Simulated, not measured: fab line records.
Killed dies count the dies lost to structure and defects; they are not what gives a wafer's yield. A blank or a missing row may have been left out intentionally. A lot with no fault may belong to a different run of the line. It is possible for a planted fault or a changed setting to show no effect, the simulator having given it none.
fab line records	flow nandHarc
[record] lots = 13	wafers = 39	lastDay = 34
route steps=1302 shown P_BONDPAD@372 THIN_TSV@1270 END@1302
lots untouched by any fault: they come from a run of this same line in which no faults occurred
startH: hours from the record's first day to the start of the lot's first wafer shown	waitH: how many hours have passed since the lot's step before this one	" repeats the value in the row above	L1.1+2: a row that stands for several wafers	- either no value or no given start	* or withheld: withheld	< > ~ a bound
route shown NAME@n: NAME is a module with steps in the file, n the number in the route of the first one	usual: mean/standard deviation taken from wafers without a fault	same: alike in all rows	chamber/n: place in a boat	sites: per-site readings	_std_site: the standard deviation of these	_edge_site: mean of outer sites minus mean of inner sites	radiusMm: how far each site lies from the wafer's centre	mask NAME#n: copy n	behind: the most recent tool/chamber to have shaped the wafer	hold: cause of the lot's hold/its duration in hours/its outcome	device: names the non-switching transistor (n, p or np)	end of line: the route-end tests of the same wafers	where a step has no rows: the recipe by itself	killed: dies lost to structure and defects at the first sort, not the wafer's yield	map: the dies of a wafer, with x for killed, . for not killed, _ for no die there
set.NAME: setting as actually run; set.NAME@STEP: the setting as run at that earlier step	model.NAME: the simulator's own value behind a step, which no gauge read
one table for each step of the route and one row for each wafer, over a sample of lots
services: a tool's chamber out of use, with start hour (startH, from the record's first day; less than 0 if before it), hours out, and reason
[[steps]]
[step NHARC_P_BONDPAD_ETCH_24]
[recipe] targetDepthA = 300	overEtchFrac = 0.3	timeS = 72.99	ionEnergyEv = 150	cf4FlowSccm = 50	n2FlowSccm = 100	arFlowSccm = 150	rfW = 300	biasW = 100	chemistry = CF4/N2
[usual] drypumpMotorCurrentA = 5.8/0.5	oesProductAu = 0.999/0.0098	rfVppV = 313.9/2	showerheadPlenumPTorr = 2.61/0.11	throttleValvePct = 19.794/0.0093
[same] timeS = 72.99
lot.wafer	tool	chamber	startH	waitH	drypumpMotorCurrentA	oesProductAu	rfHoursCounterH	rfVppV	showerheadPlenumPTorr	throttleValvePct
L746.4	rieDiel-11	3	144.91	-	5.7	0.985	2.4	311.8	2.49	19.813
L746.1	"	0	"	"	5.7	1.001	2.3	317.2	2.79	19.799
L746.2	"	2	"	"	5.5	1.001	2.5	312.0	2.53	19.785
L747.4	rieDiel-11	1	145.51	-	4.8	1.000	1.3	316.6	2.78	19.795
L747.5	"	2	"	"	5.4	0.994	-	313.0	2.53	19.799
L747.6	"	3	"	"	5.8	0.983	-	313.6	2.49	19.799
L748.4	rieDiel-09	2	154.91	-	6.4	1.006	0.2	315.3	2.65	19.791
L748.3	"	3	"	"	5.4	1.009	0.2	312.9	2.61	19.807
L748.5	"	1	"	"	6.1	1.009	-	315.5	2.66	19.779
L750.3	rieDiel-11	3	181.77	-	5.7	0.982	4.6	311.1	2.49	19.785
L750.5	"	0	"	"	5.7	0.997	-	318.6	2.79	19.794
L750.6	"	1	"	"	4.8	0.993	-	316.4	2.78	19.798
L753.2	rieDiel-09	0	210.61	-	6.5	1.017	1.7	314.7	2.55	19.806
L753.4	"	1	"	"	6.1	1.005	2.9	317.1	2.66	19.788
L753.1	"	3	"	"	5.4	1.001	2.6	313.1	2.61	19.789
L755.4	rieDiel-11	1	224.17	-	4.8	0.997	5.7	316.5	2.78	19.796
L755.3	"	2	"	"	5.4	0.983	6.2	310.5	2.53	19.790
L755.5	"	1	"	"	4.8	0.997	-	318.1	2.78	19.820
L757.3	rieDiel-11	1	249.24	-	4.8	0.988	7.9	316.7	2.78	19.788
L757.5	"	2	"	"	5.4	0.993	-	312.7	2.53	19.791
L757.6	"	3	"	"	5.7	0.998	-	312.1	2.48	19.786
L758.1	rieDiel-11	1	254.31	-	4.8	0.988	7.9	317.5	2.78	19.789
L758.2	"	2	"	"	5.4	1.000	7.8	312.5	2.53	19.803
L758.6	"	1	"	"	4.8	0.992	-	316.8	2.78	19.777
L763.2	rieDiel-02	1	306.16	-	5.7	1.004	2.9	312.8	2.51	19.788
L763.4	"	3	"	"	5.3	0.981	3.2	314.4	2.60	19.794
L763.1	"	0	"	"	5.7	0.982	3.1	310.7	2.51	19.778
L764.2	rieDiel-02	2	321.53	-	6.4	1.006	3.6	311.7	2.46	19.804
L764.3	"	3	"	"	5.3	0.982	3.9	313.6	2.60	19.782
L764.1	"	1	"	"	5.7	0.990	3.7	313.5	2.51	19.809
L768.1	rieDiel-11	3	348.57	0.2	5.8	1.012	3.3	312.8	2.48	19.805
L768.2	"	1	"	"	4.8	0.987	3.2	316.6	2.77	19.802
L768.6	"	3	"	"	5.8	1.006	-	310.9	2.48	19.802
L767.2	rieDiel-09	1	349.79	-	6.1	1.015	1.0	314.3	2.65	19.790
L767.1	"	2	"	"	6.4	0.998	1.0	313.3	2.65	19.802
L767.6	"	0	"	"	6.5	1.014	-	313.3	2.55	19.784
L769.4	rieDiel-11	3	361.48	-	5.7	1.014	4.5	311.1	2.48	19.787
L769.3	"	0	"	"	5.7	0.990	4.3	317.6	2.78	19.795
L769.5	"	0	"	"	5.7	0.987	-	316.1	2.78	19.787
[step NHARC_THIN_TSV_DEGAS_49]
[recipe] tempC = 300	timeS = 120
[usual] heaterPowerW = 459/35
[same] timeS = 120
lot.wafer	tool	chamber	startH	waitH	heaterPowerW
L747.4	pvdSputter-02	-	564.56	0.1	434
L747.6	"	-	"	"	497
L747.5	"	-	"	"	437
L746.1	pvdSputter-02	-	565.83	0.2	481
L746.2	"	-	"	"	438
L746.4	"	-	"	"	421
L748.4	pvdSputter-01	-	574.29	0.1	443
L748.3	"	-	"	"	445
L748.5	"	-	"	"	458
L750.3	pvdSputter-01	-	594.82	0.1	431
L750.6	"	-	"	"	416
L750.5	"	-	"	"	427
L753.1	pvdSputter-01	-	624.56	0.2	430
L753.2	"	-	"	"	484
L753.4	"	-	"	"	477
L755.3	pvdSputter-03	-	642.35	0.1	522
L755.4	"	-	"	"	394
L755.5	"	-	"	"	524
L758.1	pvdSputter-01	-	674.60	0.2	483
L758.2	"	-	"	"	477
L758.6	"	-	"	"	419
L757.3	pvdSputter-02	-	679.85	0.1	432
L757.5	"	-	"	"	458
L757.6	"	-	"	"	471
L763.2	pvdSputter-03	-	698.00	0.1	390
L763.4	"	-	"	"	475
L763.1	"	-	"	"	521
L764.2	pvdSputter-01	-	733.17	0.1	414
L764.3	"	-	"	"	479
L764.1	"	-	"	"	474
L768.2	pvdSputter-03	-	778.87	0.1	533
L768.1	"	-	"	"	522
L768.6	"	-	"	"	408
L769.3	pvdSputter-02	-	786.67	0.1	441
L769.4	"	-	"	"	444
L769.5	"	-	"	"	443
L767.1	pvdSputter-03	-	788.08	0.1	527
L767.2	"	-	"	"	528
L767.6	"	-	"	"	523
[step NHARC_THIN_TSV_PRE_CLEAN_50]
[recipe] timeS = 30	tempC = 280	gas = H2/He
[usual] heaterPowerW = 406/30
[same] timeS = 30
lot.wafer	tool	chamber	startH	waitH	heaterPowerW
L747.4	pvdSputter-02	-	-	-	421
L747.6	"	-	"	"	383
L747.5	"	-	"	"	396
L746.2	pvdSputter-02	-	-	-	374
L746.4	"	-	"	"	429
L746.1	"	-	"	"	403
L748.4	pvdSputter-01	-	-	-	419
L748.3	"	-	"	"	422
L748.5	"	-	"	"	402
L750.3	pvdSputter-01	-	-	-	377
L750.6	"	-	"	"	433
L750.5	"	-	"	"	414
L753.1	pvdSputter-01	-	-	-	372
L753.4	"	-	"	"	374
L753.2	"	-	"	"	424
L755.4	pvdSputter-03	-	-	-	420
L755.3	"	-	"	"	481
L755.5	"	-	"	"	419
L758.2	pvdSputter-01	-	-	-	423
L758.1	"	-	"	"	412
L758.6	"	-	"	"	414
L757.3	pvdSputter-02	-	-	-	419
L757.5	"	-	"	"	379
L757.6	"	-	"	"	394
L763.4	pvdSputter-03	-	-	-	459
L763.2	"	-	"	"	473
L763.1	"	-	"	"	342
L764.1	pvdSputter-01	-	-	-	425
L764.2	"	-	"	"	364
L764.3	"	-	"	"	365
L768.1	pvdSputter-03	-	-	-	477
L768.2	"	-	"	"	357
L768.6	"	-	"	"	453
L769.4	pvdSputter-02	-	-	-	411
L769.3	"	-	"	"	379
L769.5	"	-	"	"	408
L767.2	pvdSputter-03	-	-	-	472
L767.1	"	-	"	"	361
L767.6	"	-	"	"	355
[step NHARC_THIN_TSV_PRE_CLEAN_54]
[recipe] timeS = 30	tempC = 280	gas = H2/He
[usual] heaterPowerW = 412/39
[same] timeS = 30
lot.wafer	tool	chamber	startH	waitH	heaterPowerW
L747.4	pvdSputter-03	-	566.64	0.1	476
L747.5	"	-	"	"	406
L747.6	"	-	"	"	460
L746.1	pvdSputter-03	-	567.91	0.0	344
L746.4	"	-	"	"	420
L746.2	"	-	"	"	473
L748.3	pvdSputter-03	-	576.37	0.1	478
L748.4	"	-	"	"	419
L748.5	"	-	"	"	456
L750.3	pvdSputter-03	-	596.89	0.0	420
L750.6	"	-	"	"	343
L750.5	"	-	"	"	407
L753.1	pvdSputter-01	-	626.60	0.1	419
L753.4	"	-	"	"	366
L753.2	"	-	"	"	425
L755.4	pvdSputter-03	-	644.41	0.1	456
L755.3	"	-	"	"	484
L755.5	"	-	"	"	452
L758.1	pvdSputter-02	-	676.64	0.0	415
L758.2	"	-	"	"	397
L758.6	"	-	"	"	415
L757.3	pvdSputter-03	-	681.90	0.1	463
L757.5	"	-	"	"	414
L757.6	"	-	"	"	456
L763.1	pvdSputter-01	-	700.05	0.0	375
L763.2	"	-	"	"	413
L763.4	"	-	"	"	421
L764.1	pvdSputter-03	-	735.23	0.1	432
L764.3	"	-	"	"	472
L764.2	"	-	"	"	362
L768.1	pvdSputter-02	-	780.90	0.0	396
L768.2	"	-	"	"	414
L768.6	"	-	"	"	407
L769.4	pvdSputter-02	-	788.72	0.1	401
L769.3	"	-	"	"	390
L769.5	"	-	"	"	415
L767.1	pvdSputter-02	-	790.26	0.1	385
L767.2	"	-	"	"	419
L767.6	"	-	"	"	383
[step NHARC_END_SORT_01]
[recipe] tempC = 25
[usual] defectLimitedYield = 91.0/2.6	killedAtArray = 57/17	killedAtOther = 0.5/0.82	killedAtPeriphery = 4.0/2.8	killedDies = 61/18	killedOpen = 2.9/2	killedShort = 2.3/1.7
[same] grossDies = 677
lot.wafer	tool	chamber	startH	waitH	defectLimitedYield[%]	killedAtArray	killedAtOther	killedAtPeriphery	killedDies	killedOpen	killedShort
L753.1	prober-02	0	638.08	2.5	91.9	52	1	2	55	6	1
L753.2	prober-02	0	638.87	2.8	91.3	57	0	2	59	4	0
L753.4	prober-02	0	640.45	3.4	92.8	46	0	3	49	4	1
L755.3	prober-01	0	659.55	3.1	93.5	39	1	4	44	4	1
L755.4	prober-01	0	660.35	3.4	90.0	62	0	6	68	2	3
L755.5	prober-01	0	661.14	3.7	91.6	55	0	2	57	2	2
L758.1	prober-02	0	686.14	2.5	86.4	88	0	4	92	3	4
L758.2	prober-02	0	686.93	2.8	87.7	78	2	3	83	1	3
L758.6	prober-02	0	690.11	4.0	89.7	68	0	2	70	3	3
L757.3	prober-02	0	696.00	3.1	92.0	43	0	11	54	3	3
L757.5	prober-02	0	697.57	3.6	92.6	44	0	6	50	0	2
L757.6	prober-02	0	698.35	3.9	92.6	42	1	7	50	5	1
L763.1	prober-02	0	717.91	2.5	87.6	75	0	9	84	5	1
L763.2	prober-02	0	718.70	2.8	86.0	87	0	8	95	1	1
L763.4	prober-02	0	720.29	3.4	84.9	98	0	4	102	0	0
L764.1	prober-01	0	743.89	2.5	91.3	53	0	6	59	4	4
L764.2	prober-01	0	744.70	2.8	91.7	51	0	5	56	3	2
L764.3	prober-01	0	745.50	3.1	90.3	58	0	8	66	4	4
L768.1	prober-02	0	792.92	2.5	81.7	74	1	49	124	5	6
L768.2	prober-02	0	793.71	2.8	75.9	56	0	107	163	3	1
L768.6	prober-02	0	796.87	4.0	86.1	54	1	39	94	2	3
L769.3	prober-01	0	804.77	3.1	80.6	31	0	100	131	4	0
L769.4	prober-01	0	805.57	3.4	86.7	39	2	49	90	4	5
L769.5	prober-01	0	806.38	3.7	81.5	21	2	102	125	0	1
// killed by level:class
L753.1 A_SLIT:chamberFilmFlake=32 A_CHANNEL_HOLE_D2:chamberFilmFlake=6 A_CHANNEL_FILL_D1:geometricParticle:open=2 A_DECK1_JOINT:chamberFilmFlake=2 A_STAIRCASE:chamberFilmFlake=2 P_M0:geometricParticle:open=1 A_SOURCE_PLATE:geometricParticle:open=1 A_WL_FILL:geometricParticle:short=1
L753.2 A_SLIT:chamberFilmFlake=33 A_CHANNEL_HOLE_D2:chamberFilmFlake=11 A_DECK1_JOINT:chamberFilmFlake=4 A_STAIRCASE:chamberFilmFlake=3 A_CHANNEL_FILL_D2:geometricParticle:open=2 A_CHANNEL_HOLE_D1:chamberFilmFlake=2 P_CONTACT:geometricParticle:open=1 A_DECK1_JOINT:geometricParticle:open=1
L753.4 A_SLIT:chamberFilmFlake=20 A_CHANNEL_HOLE_D2:chamberFilmFlake=13 A_CHANNEL_HOLE_D1:chamberFilmFlake=3 A_DECK1_JOINT:chamberFilmFlake=3 A_STAIRCASE:chamberFilmFlake=2 P_M0:geometricParticle:short=1 P_M2:geometricParticle:open=1 A_CHANNEL_HOLE_D1:geometricParticle:open=1
L755.3 A_CHANNEL_HOLE_D1:chamberFilmFlake=14 A_CHANNEL_HOLE_D2:chamberFilmFlake=13 A_SLIT:chamberFilmFlake=3 P_BONDPAD:chamberFilmFlake=2 A_DECK1_JOINT:chamberFilmFlake=2 A_CONTACT:chamberFilmFlake=2 P_CONTACT:geometricParticle:open=1 A_ONON_D1:geometricParticle:open=1
L755.4 A_CHANNEL_HOLE_D1:chamberFilmFlake=34 A_CHANNEL_HOLE_D2:chamberFilmFlake=15 A_CHANNEL_FILL_D2:chamberFilmFlake=3 A_CONTACT:chamberFilmFlake=3 A_WL_FILL:geometricParticle:short=2 P_GATE:chamberFilmFlake=2 A_DECK1_JOINT:chamberFilmFlake=2 P_STI:geometricParticle:open=1
L755.5 A_CHANNEL_HOLE_D1:chamberFilmFlake=21 A_CHANNEL_HOLE_D2:chamberFilmFlake=21 A_CONTACT:chamberFilmFlake=5 A_DECK1_JOINT:chamberFilmFlake=3 P_M1:geometricParticle:short=1 A_ONON_D1:geometricParticle:open=1 A_ONON_D2:geometricParticle:open=1 A_ONON_D2:geometricParticle:short=1
L758.1 A_CHANNEL_HOLE_D1:chamberFilmFlake=39 A_SLIT:chamberFilmFlake=27 A_CHANNEL_HOLE_D2:chamberFilmFlake=12 A_CHANNEL_FILL_D2:chamberFilmFlake=2 A_STAIRCASE:chamberFilmFlake=2 P_CONTACT:geometricParticle:open=1 P_M1:geometricParticle:open=1 A_SOURCE_PLATE:geometricParticle:short=1
L758.2 A_SLIT:chamberFilmFlake=35 A_CHANNEL_HOLE_D1:chamberFilmFlake=26 A_CHANNEL_HOLE_D2:chamberFilmFlake=8 P_CONTACT:chamberFilmFlake=2 A_DECK1_JOINT:chamberFilmFlake=2 A_STAIRCASE:chamberFilmFlake=2 THIN_TSV:chamberFilmFlake=2 P_GATE:geometricParticle:short=1
L758.6 A_SLIT:chamberFilmFlake=27 A_CHANNEL_HOLE_D1:chamberFilmFlake=24 A_CHANNEL_HOLE_D2:chamberFilmFlake=9 A_BLC:chamberFilmFlake=3 P_CONTACT:geometricParticle:short=1 P_M1:geometricParticle:open=1 A_ONON_D1:geometricParticle:open=1 A_CHANNEL_HOLE_D1:geometricParticle:short=1
L757.3 A_SLIT:chamberFilmFlake=30 A_CHANNEL_HOLE_D1:chamberFilmFlake=6 P_CONTACT:chamberFilmFlake=5 P_ZERO_WELL:chamberFilmFlake=3 P_STI:chamberFilmFlake=2 P_CONTACT:geometricParticle:short=1 A_SOURCE_PLATE:geometricParticle:open=1 A_CHANNEL_FILL_D1:geometricParticle:short=1
L757.5 A_SLIT:chamberFilmFlake=30 A_CHANNEL_HOLE_D1:chamberFilmFlake=5 P_CONTACT:chamberFilmFlake=4 A_WL_FILL:chamberFilmFlake=4 A_CONTACT:chamberFilmFlake=3 P_ZERO_WELL:chamberFilmFlake=2 A_CHANNEL_HOLE_D1:geometricParticle:short=1 A_DECK1_JOINT:geometricParticle:short=1
L757.6 A_SLIT:chamberFilmFlake=30 P_CONTACT:chamberFilmFlake=5 A_CONTACT:chamberFilmFlake=4 A_CHANNEL_FILL_D2:geometricParticle:open=2 A_STAIRCASE:chamberFilmFlake=2 A_WL_FILL:chamberFilmFlake=2 P_CONTACT:geometricParticle:open=1 P_M1:geometricParticle:open=1
L763.1 A_SLIT:chamberFilmFlake=31 A_CHANNEL_HOLE_D2:chamberFilmFlake=21 A_CHANNEL_HOLE_D1:chamberFilmFlake=14 A_CONTACT:chamberFilmFlake=4 P_GATE:chamberFilmFlake=3 P_M1:chamberFilmFlake=3 P_GATE:geometricParticle:open=1 P_M0:geometricParticle:open=1
L763.2 A_CHANNEL_HOLE_D1:chamberFilmFlake=33 A_SLIT:chamberFilmFlake=32 A_CHANNEL_HOLE_D2:chamberFilmFlake=16 P_GATE:chamberFilmFlake=3 P_M1:chamberFilmFlake=3 A_CONTACT:chamberFilmFlake=3 P_STI:geometricParticle:short=1 P_CONTACT:geometricParticle:open=1
L763.4 A_CHANNEL_HOLE_D1:chamberFilmFlake=34 A_SLIT:chamberFilmFlake=32 A_CHANNEL_HOLE_D2:chamberFilmFlake=24 A_CONTACT:chamberFilmFlake=5 P_GATE:chamberFilmFlake=3 A_STAIRCASE:chamberFilmFlake=2 P_ZERO_WELL:chamberFilmFlake=1 A_CHANNEL_FILL_D2:chamberFilmFlake=1
L764.1 A_CHANNEL_HOLE_D2:chamberFilmFlake=26 A_CHANNEL_HOLE_D1:chamberFilmFlake=10 P_M2:chamberFilmFlake=3 A_STAIRCASE:chamberFilmFlake=3 A_M0:chamberFilmFlake=3 A_SLIT:chamberFilmFlake=2 A_CONTACT:chamberFilmFlake=2 P_CONTACT:geometricParticle:open=1
L764.2 A_CHANNEL_HOLE_D2:chamberFilmFlake=23 A_CHANNEL_HOLE_D1:chamberFilmFlake=10 P_M2:chamberFilmFlake=4 A_SLIT:chamberFilmFlake=3 A_M0:chamberFilmFlake=2 A_STAIRCASE:chamberFilmFlake=2 A_WL_FILL:chamberFilmFlake=2 A_CONTACT:chamberFilmFlake=2
L764.3 A_CHANNEL_HOLE_D2:chamberFilmFlake=20 A_CHANNEL_HOLE_D1:chamberFilmFlake=17 A_CONTACT:chamberFilmFlake=5 P_M2:chamberFilmFlake=3 A_WL_FILL:chamberFilmFlake=3 A_ONON_D1:geometricParticle:open=2 P_GATE:chamberFilmFlake=2 A_CHANNEL_FILL_D1:chamberFilmFlake=2
L768.1 P_BONDPAD:unspecified=43 A_CHANNEL_HOLE_D2:chamberFilmFlake=34 A_CONTACT:chamberFilmFlake=16 A_SLIT:chamberFilmFlake=5 A_M1:chamberFilmFlake=4 A_CHANNEL_FILL_D1:chamberFilmFlake=3 P_ZERO_WELL:chamberFilmFlake=2 P_CONTACT:geometricParticle:short=1
L768.2 P_BONDPAD:unspecified=103 A_CHANNEL_HOLE_D2:chamberFilmFlake=28 A_CONTACT:chamberFilmFlake=13 A_SLIT:chamberFilmFlake=5 A_DECK1_JOINT:chamberFilmFlake=2 A_STAIRCASE:chamberFilmFlake=2 A_WL_FILL:chamberFilmFlake=2 P_GATE:geometricParticle:open=1
L768.6 P_BONDPAD:unspecified=38 A_CHANNEL_HOLE_D2:chamberFilmFlake=24 A_CONTACT:chamberFilmFlake=14 A_SLIT:chamberFilmFlake=7 A_CHANNEL_FILL_D1:geometricParticle:short=2 A_M1:chamberFilmFlake=2 A_CHANNEL_FILL_D1:geometricParticle:open=1 A_M0:geometricParticle:short=1
L769.3 P_BONDPAD:unspecified=99 A_CHANNEL_HOLE_D1:chamberFilmFlake=15 A_SLIT:chamberFilmFlake=4 A_CHANNEL_HOLE_D2:chamberFilmFlake=3 A_CONTACT:chamberFilmFlake=3 A_M1:chamberFilmFlake=2 P_M0:geometricParticle:open=1 A_ONON_D1:geometricParticle:open=1
L769.4 P_BONDPAD:unspecified=42 A_CHANNEL_HOLE_D1:chamberFilmFlake=19 A_SLIT:chamberFilmFlake=6 A_CONTACT:chamberFilmFlake=5 P_CONTACT:geometricParticle:open=3 P_M2:chamberFilmFlake=3 A_M1:chamberFilmFlake=2 THIN_TSV:chamberFilmFlake=2
L769.5 P_BONDPAD:unspecified=99 A_CONTACT:chamberFilmFlake=7 A_CHANNEL_HOLE_D1:chamberFilmFlake=6 A_SLIT:chamberFilmFlake=4 THIN_TSV:chamberFilmFlake=2 A_CHANNEL_HOLE_D2:geometricParticle:short=1 P_ZERO_WELL:chamberFilmFlake=1 P_GATE:chamberFilmFlake=1
[[services]]
tool	chamber	startH	hours	kind
pvdSputter-03	-	170.06	10.0	pm
pvdSputter-03	-	199.81	7.9	repair
pvdSputter-01	-	226.00	10.0	pm
pvdSputter-02	-	282.00	10.0	pm
pvdSputter-03	-	285.83	1.8	repair
pvdSputter-01	-	286.64	3.5	repair
pvdSputter-03	-	348.06	10.0	pm
pvdSputter-02	-	388.96	3.0	repair
pvdSputter-01	-	404.04	10.0	pm
pvdSputter-01	-	438.59	0.7	repair
pvdSputter-02	-	460.00	10.0	pm
pvdSputter-03	-	498.23	1.0	repair
pvdSputter-03	-	513.74	6.2	repair
pvdSputter-03	-	526.06	10.0	pm
pvdSputter-02	-	536.22	3.3	repair
pvdSputter-02	-	554.03	4.9	repair
pvdSputter-01	-	563.71	6.7	repair
pvdSputter-01	-	582.04	10.0	pm
pvdSputter-03	-	591.39	1.1	repair
pvdSputter-02	-	638.00	10.0	pm
pvdSputter-02	-	699.73	1.8	repair
pvdSputter-03	-	704.06	10.0	pm
pvdSputter-03	-	758.37	3.6	repair
pvdSputter-01	-	760.04	10.0	pm
[[key]]
[firstSign] step = NHARC_END_SORT_01	reading = killedAtPeriphery	direction = up	sigmas = 26	usual = 4.0	struck = 74.3
[effect] step = NHARC_END_SORT_01	reading = killedDies	direction = up	sigmas = 3.4	usual = 61	struck = 121	wafersMoved = 5
[moreKillsBornAt] NHARC_P_BONDPAD_ETCH_24@rieDiel-11 = 424
metAt NHARC_P_BONDPAD_ETCH_24
struckLots L768,L769
notActingAt NHARC_THIN_TSV_DEGAS_49,NHARC_THIN_TSV_PRE_CLEAN_50,NHARC_THIN_TSV_PRE_CLEAN_54
onsetBetween 254.31 348.57
[fault] kind = chamberParticleSource	tool = rieDiel-11	chamber = -	onsetH = 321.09	steps = NHARC_P_BONDPAD_ETCH_24	ratePerVisitCm2 = 1.5817	endH = 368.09
